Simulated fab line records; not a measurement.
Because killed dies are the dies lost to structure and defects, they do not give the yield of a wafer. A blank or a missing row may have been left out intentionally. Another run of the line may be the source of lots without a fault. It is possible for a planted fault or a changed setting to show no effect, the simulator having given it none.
fab line records :: flow n5Finfet :: part 2 of 2: steps 26 to 31 of 31
record:
  lots: 5
  wafers: 15
  lastDay: 17
route steps=1938 shown DUMMY_GATE@247 SPACER0@258 SD_EPI_N@262
lots that met no fault: taken from a fault-free run of the same line
startH: hours from the record's opening day to when the first of the lot's shown wafers began :: waitH: how many hours have passed since the lot's step before this one :: " repeats the value in the row above :: L1.1+2: several wafers, shown together as one row :: - no value, or no start was given :: * or withheld: withheld :: < > ~ a bound
route shown NAME@n: NAME is a module with steps in the file, n the number in the route of the first one :: usual: mean/standard deviation taken from wafers without a fault :: same: alike in all rows :: chamber/n: place in a boat :: sites: the reading at each site :: _std_site: the values' standard deviation :: _edge_site: mean of outer sites minus mean of inner sites :: radiusMm: for every site, how far away it sits from the centre of the wafer :: mask NAME#n: copy n :: behind: tool/chamber where the wafer was last shaped :: hold: the reason the lot was held/the length of the hold in hours/how it ended :: device: transistor that didn't switch, given as n, p or np :: end of line: tests of these same wafers at the route's end :: a step with no rows: only its recipe :: killed: count of dies lost to structure and defects at first sort (not the wafer's yield) :: map: shows each die of a wafer: x if killed, . if not, _ if none is there
set.NAME: the setting as run; set.NAME@STEP: as run at that earlier step :: model.NAME: the simulator's own value behind a step, which no gauge read
lots at some steps of the route; a table a step, a row a wafer
services: from which hour (startH, from the record's first day; less than 0 if before it) a tool's chamber was out of use, for how many hours, and why
== steps ==
step: N5_SD_EPI_N_INSPECT_11
recipe:
  mode: adi
  inspectInstrument: macro
usual:
  rawDefectCount: 2.1/1.4
lot.wafer: L083.2
tool: defectInspect-01
chamber: -
startH: 104.12
waitH: 0.0
rawDefectCount: 3

lot.wafer: L083.3
tool: defectInspect-01
chamber: -
startH: 104.12
waitH: 0.0
rawDefectCount: 0

lot.wafer: L083.6
tool: defectInspect-01
chamber: -
startH: 104.12
waitH: 0.0
rawDefectCount: 3

lot.wafer: L084.3
tool: defectInspect-02
chamber: -
startH: 108.97
waitH: 0.0
rawDefectCount: 0

lot.wafer: L084.4
tool: defectInspect-02
chamber: -
startH: 108.97
waitH: 0.0
rawDefectCount: 3

lot.wafer: L084.6
tool: defectInspect-02
chamber: -
startH: 108.97
waitH: 0.0
rawDefectCount: 0

lot.wafer: L087.2
tool: defectInspect-02
chamber: -
startH: 127.87
waitH: 0.0
rawDefectCount: 5

lot.wafer: L087.3
tool: defectInspect-02
chamber: -
startH: 127.87
waitH: 0.0
rawDefectCount: 2

lot.wafer: L087.5
tool: defectInspect-02
chamber: -
startH: 127.87
waitH: 0.0
rawDefectCount: 1

lot.wafer: L088.2
tool: defectInspect-02
chamber: -
startH: 134.83
waitH: 0.0
rawDefectCount: 2

lot.wafer: L088.3
tool: defectInspect-02
chamber: -
startH: 134.83
waitH: 0.0
rawDefectCount: 4

lot.wafer: L088.6
tool: defectInspect-02
chamber: -
startH: 134.83
waitH: 0.0
rawDefectCount: 2

lot.wafer: L095.2
tool: defectInspect-02
chamber: -
startH: 176.25
waitH: 0.0
rawDefectCount: 3

lot.wafer: L095.4
tool: defectInspect-02
chamber: -
startH: 176.25
waitH: 0.0
rawDefectCount: 4

lot.wafer: L095.5
tool: defectInspect-02
chamber: -
startH: 176.25
waitH: 0.0
rawDefectCount: 2
step: N5_SD_EPI_N_DESCUM_14
recipe:
  chemistry: O2
  timeS: 7.9
  sourcePowerW: 50
  biasPowerW: 20
  pressureMtorr: 20
  rfFrequencyHz: 2.712e+07
  tempC: 40
  resist: CAR-ArF-block
  o2FlowSccm: 225
usual:
  biasPowerW: 20.00/0.063
  drypumpMotorCurrentA: 5.6/0.35
  oesProductAu: 0.79/0.094
  rfVppV: 243.0/1.1
  showerheadPlenumPTorr: 2.07/0.061
  throttleValvePct: 20.27/0.26
same:
  timeS: 7.9
lot.wafer: L083.2
tool: rieDiel-01
chamber: 0
startH: 104.15
waitH: 0.0
biasPowerW: 20.07
drypumpMotorCurrentA: 5.8
oesProductAu: 0.74
rfHoursCounterH: 187
rfVppV: 241.0
showerheadPlenumPTorr: 1.99
throttleValvePct: 20.32

lot.wafer: L083.3
tool: rieDiel-01
chamber: 2
startH: 104.15
waitH: 0.0
biasPowerW: 20.00
drypumpMotorCurrentA: 5.9
oesProductAu: 0.69
rfHoursCounterH: 241
rfVppV: 243.8
showerheadPlenumPTorr: 2.06
throttleValvePct: 20.46

lot.wafer: L083.6
tool: rieDiel-01
chamber: 3
startH: 104.15
waitH: 0.0
biasPowerW: 20.01
drypumpMotorCurrentA: 5.3
oesProductAu: 0.71
rfHoursCounterH: -
rfVppV: 244.7
showerheadPlenumPTorr: 2.19
throttleValvePct: 20.44

lot.wafer: L084.3
tool: rieDiel-01
chamber: 0
startH: 109.01
waitH: 0.0
biasPowerW: 19.93
drypumpMotorCurrentA: 5.8
oesProductAu: 0.75
rfHoursCounterH: 189
rfVppV: 240.5
showerheadPlenumPTorr: 1.99
throttleValvePct: 20.30

lot.wafer: L084.4
tool: rieDiel-01
chamber: 1
startH: 109.01
waitH: 0.0
biasPowerW: 20.00
drypumpMotorCurrentA: 5.8
oesProductAu: 0.89
rfHoursCounterH: 34
rfVppV: 243.4
showerheadPlenumPTorr: 2.12
throttleValvePct: 19.80

lot.wafer: L084.6
tool: rieDiel-01
chamber: 3
startH: 109.01
waitH: 0.0
biasPowerW: 19.91
drypumpMotorCurrentA: 5.3
oesProductAu: 0.72
rfHoursCounterH: -
rfVppV: 244.4
showerheadPlenumPTorr: 2.19
throttleValvePct: 20.43

lot.wafer: L087.2
tool: rieDiel-03
chamber: 0
startH: 127.90
waitH: 0.0
biasPowerW: 20.00
drypumpMotorCurrentA: 6.4
oesProductAu: 0.73
rfHoursCounterH: 166
rfVppV: 243.6
showerheadPlenumPTorr: 2.07
throttleValvePct: 20.45

lot.wafer: L087.3
tool: rieDiel-03
chamber: 2
startH: 127.90
waitH: 0.0
biasPowerW: 19.98
drypumpMotorCurrentA: 5.6
oesProductAu: 0.97
rfHoursCounterH: 11
rfVppV: 244.0
showerheadPlenumPTorr: 2.12
throttleValvePct: 19.78

lot.wafer: L087.5
tool: rieDiel-03
chamber: 0
startH: 127.90
waitH: 0.0
biasPowerW: 20.00
drypumpMotorCurrentA: 6.4
oesProductAu: 0.73
rfHoursCounterH: -
rfVppV: 243.8
showerheadPlenumPTorr: 2.07
throttleValvePct: 20.44

lot.wafer: L088.2
tool: rieDiel-01
chamber: 1
startH: 135.09
waitH: 0.3
biasPowerW: 19.99
drypumpMotorCurrentA: 5.8
oesProductAu: 0.87
rfHoursCounterH: 43
rfVppV: 244.5
showerheadPlenumPTorr: 2.11
throttleValvePct: 19.80

lot.wafer: L088.3
tool: rieDiel-01
chamber: 3
startH: 135.09
waitH: 0.3
biasPowerW: 20.02
drypumpMotorCurrentA: 5.3
oesProductAu: 0.71
rfHoursCounterH: -
rfVppV: 245.4
showerheadPlenumPTorr: 2.18
throttleValvePct: 20.45

lot.wafer: L088.6
tool: rieDiel-01
chamber: 3
startH: 135.09
waitH: 0.3
biasPowerW: 19.97
drypumpMotorCurrentA: 5.3
oesProductAu: 0.70
rfHoursCounterH: -
rfVppV: 243.9
showerheadPlenumPTorr: 2.18
throttleValvePct: 20.45

lot.wafer: L095.2
tool: rieDiel-04
chamber: 0
startH: 176.57
waitH: 0.3
biasPowerW: 19.96
drypumpMotorCurrentA: 6.1
oesProductAu: 0.72
rfHoursCounterH: 230
rfVppV: 243.0
showerheadPlenumPTorr: 2.04
throttleValvePct: 20.25

lot.wafer: L095.4
tool: rieDiel-04
chamber: 1
startH: 176.57
waitH: 0.3
biasPowerW: 19.94
drypumpMotorCurrentA: 5.4
oesProductAu: 0.91
rfHoursCounterH: 26
rfVppV: 242.5
showerheadPlenumPTorr: 2.05
throttleValvePct: 20.33

lot.wafer: L095.5
tool: rieDiel-04
chamber: 3
startH: 176.57
waitH: 0.3
biasPowerW: 20.03
drypumpMotorCurrentA: 4.9
oesProductAu: 0.77
rfHoursCounterH: -
rfVppV: 243.2
showerheadPlenumPTorr: 1.98
throttleValvePct: 20.33
step: N5_SD_EPI_N_ETCH_34
recipe:
  chemistry: CF4
  target: SiARC
  targetDepthA: 455
  maskMaterial: CAR-ArF-block
  timeS: 75.8
  ionEnergyEv: 80
  pressureMtorr: 40
  sourceW: 545
  biasW: 36
  Ar_flow_sccm: 100
  cf4FlowSccm: 100
  ends: cleared
usual:
  drypumpMotorCurrentA: 5.6/0.35
  etchRfOnTimeS: 74.6/1.9
  oesProductAu: 0.68/0.077
  rfVppV: 183.8/1
  showerheadPlenumPTorr: 2.12/0.058
  throttleValvePct: 15.53/0.26
lot.wafer: L083.2
tool: rieDiel-01
chamber: 0
startH: 104.19
waitH: 0.0
drypumpMotorCurrentA: 5.7
etchRfOnTimeS: 73.2
oesProductAu: 0.65
rfHoursCounterH: 187
rfVppV: 182.2
showerheadPlenumPTorr: 2.05
throttleValvePct: 15.68

lot.wafer: L083.3
tool: rieDiel-01
chamber: 2
startH: 104.19
waitH: 0.0
drypumpMotorCurrentA: 5.9
etchRfOnTimeS: 73.6
oesProductAu: 0.58
rfHoursCounterH: 241
rfVppV: 181.8
showerheadPlenumPTorr: 2.13
throttleValvePct: 15.79

lot.wafer: L083.6
tool: rieDiel-01
chamber: 3
startH: 104.19
waitH: 0.0
drypumpMotorCurrentA: 5.3
etchRfOnTimeS: 75.2
oesProductAu: 0.61
rfHoursCounterH: -
rfVppV: 185.8
showerheadPlenumPTorr: 2.23
throttleValvePct: 15.62

lot.wafer: L084.3
tool: rieDiel-01
chamber: 0
startH: 109.04
waitH: 0.0
drypumpMotorCurrentA: 5.7
etchRfOnTimeS: 72.2
oesProductAu: 0.65
rfHoursCounterH: 189
rfVppV: 181.5
showerheadPlenumPTorr: 2.05
throttleValvePct: 15.66

lot.wafer: L084.4
tool: rieDiel-01
chamber: 1
startH: 109.04
waitH: 0.0
drypumpMotorCurrentA: 5.7
etchRfOnTimeS: 73.6
oesProductAu: 0.76
rfHoursCounterH: 34
rfVppV: 185.1
showerheadPlenumPTorr: 2.19
throttleValvePct: 15.06

lot.wafer: L084.6
tool: rieDiel-01
chamber: 3
startH: 109.04
waitH: 0.0
drypumpMotorCurrentA: 5.3
etchRfOnTimeS: 76.1
oesProductAu: 0.62
rfHoursCounterH: -
rfVppV: 184.1
showerheadPlenumPTorr: 2.23
throttleValvePct: 15.62

lot.wafer: L087.2
tool: rieDiel-03
chamber: 0
startH: 127.94
waitH: 0.0
drypumpMotorCurrentA: 6.4
etchRfOnTimeS: 74.6
oesProductAu: 0.64
rfHoursCounterH: 166
rfVppV: 184.0
showerheadPlenumPTorr: 2.15
throttleValvePct: 15.80

lot.wafer: L087.3
tool: rieDiel-03
chamber: 2
startH: 127.94
waitH: 0.0
drypumpMotorCurrentA: 5.6
etchRfOnTimeS: 73.0
oesProductAu: 0.82
rfHoursCounterH: 11
rfVppV: 184.7
showerheadPlenumPTorr: 2.18
throttleValvePct: 15.01

lot.wafer: L087.5
tool: rieDiel-03
chamber: 0
startH: 127.94
waitH: 0.0
drypumpMotorCurrentA: 6.4
etchRfOnTimeS: 74.9
oesProductAu: 0.63
rfHoursCounterH: -
rfVppV: 184.2
showerheadPlenumPTorr: 2.14
throttleValvePct: 15.79

lot.wafer: L088.2
tool: rieDiel-01
chamber: 1
startH: 135.14
waitH: 0.0
drypumpMotorCurrentA: 5.7
etchRfOnTimeS: 74.5
oesProductAu: 0.75
rfHoursCounterH: 43
rfVppV: 184.9
showerheadPlenumPTorr: 2.19
throttleValvePct: 15.10

lot.wafer: L088.3
tool: rieDiel-01
chamber: 3
startH: 135.14
waitH: 0.0
drypumpMotorCurrentA: 5.3
etchRfOnTimeS: 74.7
oesProductAu: 0.62
rfHoursCounterH: -
rfVppV: 183.8
showerheadPlenumPTorr: 2.22
throttleValvePct: 15.65

lot.wafer: L088.6
tool: rieDiel-01
chamber: 3
startH: 135.14
waitH: 0.0
drypumpMotorCurrentA: 5.3
etchRfOnTimeS: 75.0
oesProductAu: 0.62
rfHoursCounterH: -
rfVppV: 183.4
showerheadPlenumPTorr: 2.22
throttleValvePct: 15.63

lot.wafer: L095.2
tool: rieDiel-04
chamber: 0
startH: 176.60
waitH: 0.0
drypumpMotorCurrentA: 6.1
etchRfOnTimeS: 74.1
oesProductAu: 0.61
rfHoursCounterH: 230
rfVppV: 183.1
showerheadPlenumPTorr: 2.11
throttleValvePct: 15.71

lot.wafer: L095.4
tool: rieDiel-04
chamber: 1
startH: 176.60
waitH: 0.0
drypumpMotorCurrentA: 5.4
etchRfOnTimeS: 73.4
oesProductAu: 0.77
rfHoursCounterH: 26
rfVppV: 184.3
showerheadPlenumPTorr: 2.08
throttleValvePct: 15.42

lot.wafer: L095.5
tool: rieDiel-04
chamber: 3
startH: 176.60
waitH: 0.0
drypumpMotorCurrentA: 4.9
etchRfOnTimeS: 78.3
oesProductAu: 0.64
rfHoursCounterH: -
rfVppV: 183.4
showerheadPlenumPTorr: 2.05
throttleValvePct: 15.67
step: N5_SD_EPI_N_ETCH_35
recipe:
  chemistry: N2/H2
  target: SOC
  overetchA: 1080
  maskMaterial: SiARC
  tempC: 40
  ionEnergyEv: 100
  sourceW: 3000
  biasW: 133
  pressureMtorr: 20
  timeS: 486
  n2FlowSccm: 200
  h2FlowSccm: 200
usual:
  drypumpMotorCurrentA: 5.6/0.35
  oesProductAu: 0.70/0.077
  rfVppV: 240.5/1.3
  showerheadPlenumPTorr: 2.51/0.068
  throttleValvePct: 23.5/0.34
same:
  timeS: 486
lot.wafer: L083.2
tool: rieDiel-01
chamber: 0
startH: 104.25
waitH: 0.0
drypumpMotorCurrentA: 5.7
oesProductAu: 0.66
rfHoursCounterH: 187
rfVppV: 239.7
showerheadPlenumPTorr: 2.41
throttleValvePct: 23.4

lot.wafer: L083.3
tool: rieDiel-01
chamber: 2
startH: 104.25
waitH: 0.0
drypumpMotorCurrentA: 5.9
oesProductAu: 0.60
rfHoursCounterH: 241
rfVppV: 240.2
showerheadPlenumPTorr: 2.51
throttleValvePct: 23.8

lot.wafer: L083.6
tool: rieDiel-01
chamber: 3
startH: 104.25
waitH: 0.0
drypumpMotorCurrentA: 5.3
oesProductAu: 0.65
rfHoursCounterH: -
rfVppV: 243.4
showerheadPlenumPTorr: 2.63
throttleValvePct: 23.6

lot.wafer: L084.3
tool: rieDiel-01
chamber: 0
startH: 109.10
waitH: 0.0
drypumpMotorCurrentA: 5.8
oesProductAu: 0.66
rfHoursCounterH: 189
rfVppV: 238.6
showerheadPlenumPTorr: 2.41
throttleValvePct: 23.4

lot.wafer: L084.4
tool: rieDiel-01
chamber: 1
startH: 109.10
waitH: 0.0
drypumpMotorCurrentA: 5.7
oesProductAu: 0.79
rfHoursCounterH: 34
rfVppV: 240.7
showerheadPlenumPTorr: 2.58
throttleValvePct: 23.1

lot.wafer: L084.6
tool: rieDiel-01
chamber: 3
startH: 109.10
waitH: 0.0
drypumpMotorCurrentA: 5.3
oesProductAu: 0.65
rfHoursCounterH: -
rfVppV: 243.4
showerheadPlenumPTorr: 2.63
throttleValvePct: 23.6

lot.wafer: L087.2
tool: rieDiel-03
chamber: 0
startH: 127.99
waitH: 0.0
drypumpMotorCurrentA: 6.4
oesProductAu: 0.66
rfHoursCounterH: 167
rfVppV: 240.8
showerheadPlenumPTorr: 2.52
throttleValvePct: 23.6

lot.wafer: L087.3
tool: rieDiel-03
chamber: 2
startH: 127.99
waitH: 0.0
drypumpMotorCurrentA: 5.6
oesProductAu: 0.85
rfHoursCounterH: 11
rfVppV: 241.4
showerheadPlenumPTorr: 2.60
throttleValvePct: 23.2

lot.wafer: L087.5
tool: rieDiel-03
chamber: 0
startH: 127.99
waitH: 0.0
drypumpMotorCurrentA: 6.4
oesProductAu: 0.66
rfHoursCounterH: -
rfVppV: 239.8
showerheadPlenumPTorr: 2.52
throttleValvePct: 23.6

lot.wafer: L088.2
tool: rieDiel-01
chamber: 1
startH: 135.22
waitH: 0.1
drypumpMotorCurrentA: 5.8
oesProductAu: 0.77
rfHoursCounterH: 43
rfVppV: 241.9
showerheadPlenumPTorr: 2.58
throttleValvePct: 23.2

lot.wafer: L088.3
tool: rieDiel-01
chamber: 3
startH: 135.22
waitH: 0.1
drypumpMotorCurrentA: 5.3
oesProductAu: 0.64
rfHoursCounterH: -
rfVppV: 243.0
showerheadPlenumPTorr: 2.63
throttleValvePct: 23.6

lot.wafer: L088.6
tool: rieDiel-01
chamber: 3
startH: 135.22
waitH: 0.1
drypumpMotorCurrentA: 5.3
oesProductAu: 0.64
rfHoursCounterH: -
rfVppV: 241.9
showerheadPlenumPTorr: 2.63
throttleValvePct: 23.6

lot.wafer: L095.2
tool: rieDiel-04
chamber: 0
startH: 176.66
waitH: 0.0
drypumpMotorCurrentA: 6.1
oesProductAu: 0.64
rfHoursCounterH: 230
rfVppV: 240.8
showerheadPlenumPTorr: 2.47
throttleValvePct: 23.3

lot.wafer: L095.4
tool: rieDiel-04
chamber: 1
startH: 176.66
waitH: 0.0
drypumpMotorCurrentA: 5.4
oesProductAu: 0.81
rfHoursCounterH: 26
rfVppV: 239.7
showerheadPlenumPTorr: 2.48
throttleValvePct: 23.8

lot.wafer: L095.5
tool: rieDiel-04
chamber: 3
startH: 176.66
waitH: 0.0
drypumpMotorCurrentA: 4.9
oesProductAu: 0.69
rfHoursCounterH: -
rfVppV: 239.5
showerheadPlenumPTorr: 2.45
throttleValvePct: 23.9
step: N5_SD_EPI_N_STRIP_36
recipe:
  chemistry: N2/H2
  tempC: 40
  n2FlowSccm: 200
  h2FlowSccm: 200
  rfFrequencyHz: 6e+07
lot.wafer: L083.2+3+6
tool: rieDiel-01
chamber: 0,2,3
startH: 104.56
waitH: 0.2

lot.wafer: L084.3+4+6
tool: rieDiel-01
chamber: 0,1,3
startH: 109.41
waitH: 0.2

lot.wafer: L087.2+3+5
tool: rieDiel-03
chamber: 0,2,0
startH: 128.31
waitH: 0.2

lot.wafer: L088.2+3+6
tool: rieDiel-01
chamber: 1,3,3
startH: 135.69
waitH: 0.3

lot.wafer: L095.2+4+5
tool: rieDiel-04
chamber: 0,1,3
startH: 176.97
waitH: 0.2
step: N5_SD_EPI_N_ETCHBACK_44
recipe:
  chemistry: CH3F/O2
  mode: anisotropicEtchback
  target: SiNx
  targetDepthA: 145
  stopOn: SiO2
  overEtchFrac: 0.3
  ionEnergyEv: 120
  pressureMtorr: 30
  sourceW: 395
  biasW: 73
  Ar_flow_sccm: 150
  CH3F_flow_sccm: 30
  O2_flow_sccm: 20
usual:
  CH3F_flow_sccm: 30.00/0.091
  drypumpMotorCurrentA: 5.6/0.35
  oesProductAu: 0.67/0.074
  rfVppV: 294/5.6
  showerheadPlenumPTorr: 1.98/0.062
  throttleValvePct: 16.26/0.25
lot.wafer: L083.2
tool: rieDiel-01
chamber: 0
startH: 104.57
waitH: 0.0
CH3F_flow_sccm: 29.95
drypumpMotorCurrentA: 5.7
oesProductAu: 0.63
rfHoursCounterH: 188
rfVppV: 300
showerheadPlenumPTorr: 1.90
throttleValvePct: 16.29

lot.wafer: L083.3
tool: rieDiel-01
chamber: 2
startH: 104.57
waitH: 0.0
CH3F_flow_sccm: 29.92
drypumpMotorCurrentA: 5.9
oesProductAu: 0.58
rfHoursCounterH: 242
rfVppV: 284
showerheadPlenumPTorr: 1.99
throttleValvePct: 16.56

lot.wafer: L083.6
tool: rieDiel-01
chamber: 3
startH: 104.57
waitH: 0.0
CH3F_flow_sccm: 30.03
drypumpMotorCurrentA: 5.3
oesProductAu: 0.62
rfHoursCounterH: -
rfVppV: 295
showerheadPlenumPTorr: 2.09
throttleValvePct: 16.40

lot.wafer: L084.3
tool: rieDiel-01
chamber: 0
startH: 109.42
waitH: 0.0
CH3F_flow_sccm: 30.02
drypumpMotorCurrentA: 5.8
oesProductAu: 0.63
rfHoursCounterH: 189
rfVppV: 300
showerheadPlenumPTorr: 1.90
throttleValvePct: 16.30

lot.wafer: L084.4
tool: rieDiel-01
chamber: 1
startH: 109.42
waitH: 0.0
CH3F_flow_sccm: 30.16
drypumpMotorCurrentA: 5.8
oesProductAu: 0.75
rfHoursCounterH: 34
rfVppV: 290
showerheadPlenumPTorr: 2.05
throttleValvePct: 15.86

lot.wafer: L084.6
tool: rieDiel-01
chamber: 3
startH: 109.42
waitH: 0.0
CH3F_flow_sccm: 29.99
drypumpMotorCurrentA: 5.3
oesProductAu: 0.62
rfHoursCounterH: -
rfVppV: 295
showerheadPlenumPTorr: 2.09
throttleValvePct: 16.40

lot.wafer: L087.2
tool: rieDiel-03
chamber: 0
startH: 128.32
waitH: 0.0
CH3F_flow_sccm: 30.13
drypumpMotorCurrentA: 6.4
oesProductAu: 0.63
rfHoursCounterH: 167
rfVppV: 285
showerheadPlenumPTorr: 2.00
throttleValvePct: 16.51

lot.wafer: L087.3
tool: rieDiel-03
chamber: 2
startH: 128.32
waitH: 0.0
CH3F_flow_sccm: 30.05
drypumpMotorCurrentA: 5.6
oesProductAu: 0.81
rfHoursCounterH: 11
rfVppV: 303
showerheadPlenumPTorr: 2.03
throttleValvePct: 15.70

lot.wafer: L087.5
tool: rieDiel-03
chamber: 0
startH: 128.32
waitH: 0.0
CH3F_flow_sccm: 29.93
drypumpMotorCurrentA: 6.4
oesProductAu: 0.63
rfHoursCounterH: -
rfVppV: 287
showerheadPlenumPTorr: 2.00
throttleValvePct: 16.49

lot.wafer: L088.2
tool: rieDiel-01
chamber: 1
startH: 135.71
waitH: 0.0
CH3F_flow_sccm: 29.94
drypumpMotorCurrentA: 5.7
oesProductAu: 0.73
rfHoursCounterH: 44
rfVppV: 291
showerheadPlenumPTorr: 2.05
throttleValvePct: 15.87

lot.wafer: L088.3
tool: rieDiel-01
chamber: 3
startH: 135.71
waitH: 0.0
CH3F_flow_sccm: 29.93
drypumpMotorCurrentA: 5.3
oesProductAu: 0.61
rfHoursCounterH: -
rfVppV: 295
showerheadPlenumPTorr: 2.09
throttleValvePct: 16.41

lot.wafer: L088.6
tool: rieDiel-01
chamber: 3
startH: 135.71
waitH: 0.0
CH3F_flow_sccm: 30.01
drypumpMotorCurrentA: 5.3
oesProductAu: 0.61
rfHoursCounterH: -
rfVppV: 293
showerheadPlenumPTorr: 2.09
throttleValvePct: 16.42

lot.wafer: L095.2
tool: rieDiel-04
chamber: 0
startH: 176.98
waitH: 0.0
CH3F_flow_sccm: 30.10
drypumpMotorCurrentA: 6.0
oesProductAu: 0.61
rfHoursCounterH: 230
rfVppV: 300
showerheadPlenumPTorr: 1.96
throttleValvePct: 16.36

lot.wafer: L095.4
tool: rieDiel-04
chamber: 1
startH: 176.98
waitH: 0.0
CH3F_flow_sccm: 29.91
drypumpMotorCurrentA: 5.4
oesProductAu: 0.76
rfHoursCounterH: 26
rfVppV: 297
showerheadPlenumPTorr: 1.95
throttleValvePct: 16.16

lot.wafer: L095.5
tool: rieDiel-04
chamber: 3
startH: 176.98
waitH: 0.0
CH3F_flow_sccm: 30.09
drypumpMotorCurrentA: 4.9
oesProductAu: 0.66
rfHoursCounterH: -
rfVppV: 288
showerheadPlenumPTorr: 1.92
throttleValvePct: 16.43
== services ==
tool: aldSin-03
chamber: -
startH: 86.24
hours: 14.0
kind: pm

tool: aldSin-03
chamber: 0
startH: 86.24
hours: 14.0
kind: ventCycle

tool: aldSin-03
chamber: 1
startH: 86.24
hours: 14.0
kind: ventCycle

tool: aldSin-03
chamber: 2
startH: 86.24
hours: 14.0
kind: ventCycle

tool: arfiScanner-02
chamber: -
startH: 86.39
hours: 0.5
kind: repair

tool: rieDiel-01
chamber: 3
startH: 88.38
hours: 7.8
kind: repair

tool: rieDiel-04
chamber: 3
startH: 90.75
hours: 21.3
kind: repair

tool: arfiScanner-01
chamber: -
startH: 92.12
hours: 1.0
kind: pm

tool: rieDiel-02
chamber: 3
startH: 92.77
hours: 4.0
kind: repair

tool: arfiScanner-02
chamber: -
startH: 100.98
hours: 0.8
kind: pm

tool: arfiScanner-02
chamber: -
startH: 112.11
hours: 120.0
kind: pm

tool: rieDiel-06
chamber: 3
startH: 114.49
hours: 7.7
kind: repair

tool: arfiScanner-03
chamber: -
startH: 128.89
hours: 1.3
kind: pm

tool: rieDiel-05
chamber: 1
startH: 130.42
hours: 3.7
kind: repair

tool: rieDiel-01
chamber: 2
startH: 131.19
hours: -
kind: clean

tool: rieDiel-01
chamber: 2
startH: 131.19
hours: -
kind: consumableReplace:esc

tool: rieDiel-01
chamber: 2
startH: 131.19
hours: -
kind: consumableReplace:focusRing

tool: rieDiel-01
chamber: 2
startH: 131.19
hours: 22.0
kind: scheduledDown

tool: rieDiel-01
chamber: 2
startH: 131.19
hours: 22.0
kind: ventCycle

tool: rieDiel-01
chamber: 0
startH: 134.94
hours: 7.9
kind: repair

tool: rieSi-01
chamber: 2
startH: 142.10
hours: 2.6
kind: repair

tool: arfiScanner-01
chamber: -
startH: 155.55
hours: 0.4
kind: repair

tool: arfiScanner-01
chamber: -
startH: 158.47
hours: 0.8
kind: pm

tool: arfiScanner-01
chamber: -
startH: 167.01
hours: 1.0
kind: pm
